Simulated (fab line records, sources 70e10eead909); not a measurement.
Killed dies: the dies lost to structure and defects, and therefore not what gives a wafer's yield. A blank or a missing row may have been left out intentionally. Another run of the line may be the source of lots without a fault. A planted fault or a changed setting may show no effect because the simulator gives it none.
Matching of chambers / flow nandHarc / NHARC_A_CONTACT_ETCH_75 on rieDiel-11 has 4 sister chambers
The step etches the open film in CF4, target depth 39 nm, time 65 s. 8 wafers are shown with their chamber, then 7 later ones without.

== EACH WAFER AND ITS CHAMBER ==
wafer=L086.4; chamber=2; drypumpMotorCurrentA (A)=6.0; showerheadPlenumPTorr (Torr)=1.80
wafer=L089.1; chamber=1; drypumpMotorCurrentA (A)=6.2; showerheadPlenumPTorr (Torr)=1.82
wafer=L089.5; chamber=2; drypumpMotorCurrentA (A)=6.1; showerheadPlenumPTorr (Torr)=1.79
wafer=L087.4; chamber=3; drypumpMotorCurrentA (A)=5.0; showerheadPlenumPTorr (Torr)=1.73
wafer=L087.5; chamber=0; drypumpMotorCurrentA (A)=6.3; showerheadPlenumPTorr (Torr)=1.80
wafer=L087.6; chamber=3; drypumpMotorCurrentA (A)=5.0; showerheadPlenumPTorr (Torr)=1.73
wafer=L087.1; chamber=1; drypumpMotorCurrentA (A)=6.1; showerheadPlenumPTorr (Torr)=1.81
wafer=L087.2; chamber=0; drypumpMotorCurrentA (A)=6.3; showerheadPlenumPTorr (Torr)=1.80

== WAFERS WITH NO CHAMBER GIVEN ==
wafer=L087.3; drypumpMotorCurrentA (A)=6.1; showerheadPlenumPTorr (Torr)=1.79
wafer=L088.1; drypumpMotorCurrentA (A)=6.2; showerheadPlenumPTorr (Torr)=1.81
wafer=L088.2; drypumpMotorCurrentA (A)=6.3; showerheadPlenumPTorr (Torr)=1.80
wafer=L088.3; drypumpMotorCurrentA (A)=5.0; showerheadPlenumPTorr (Torr)=1.73
wafer=L094.3; drypumpMotorCurrentA (A)=5.0; showerheadPlenumPTorr (Torr)=1.73
wafer=L094.4; drypumpMotorCurrentA (A)=6.2; showerheadPlenumPTorr (Torr)=1.81
wafer=L094.6; drypumpMotorCurrentA (A)=6.2; showerheadPlenumPTorr (Torr)=1.81

== WHICH CHAMBER EACH ONE RAN IN ==
wafer=L087.3; from the rows above=2; in truth=2
wafer=L088.1; from the rows above=can't be placed: 1 or 0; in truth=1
wafer=L088.2; from the rows above=0; in truth=0
wafer=L088.3; from the rows above=3; in truth=3
wafer=L094.3; from the rows above=3; in truth=3
wafer=L094.4; from the rows above=can't be placed: 1 or 0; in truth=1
wafer=L094.6; from the rows above=can't be placed: 1 or 0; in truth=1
Correctly placed: 4 of 7. These rows do not allow placing 3 (true chamber among the candidates in 3). Placed wrongly: 0.
How it was worked out, from the rows above alone: a wafer's distance from a chamber is the root of the sum, over the readings, of the square of ((its reading less the chamber's mean) divided by the reading's scatter). The wafer belongs to the nearest chamber; if the next one is less than 2 further off, it can't be placed. For every chamber, the mean is computed from those of its wafers that are shown. The scatter: take each reading less its chamber's mean, square it, sum over the shown wafers, divide by the number of wafers less the number of chambers, and take the root.
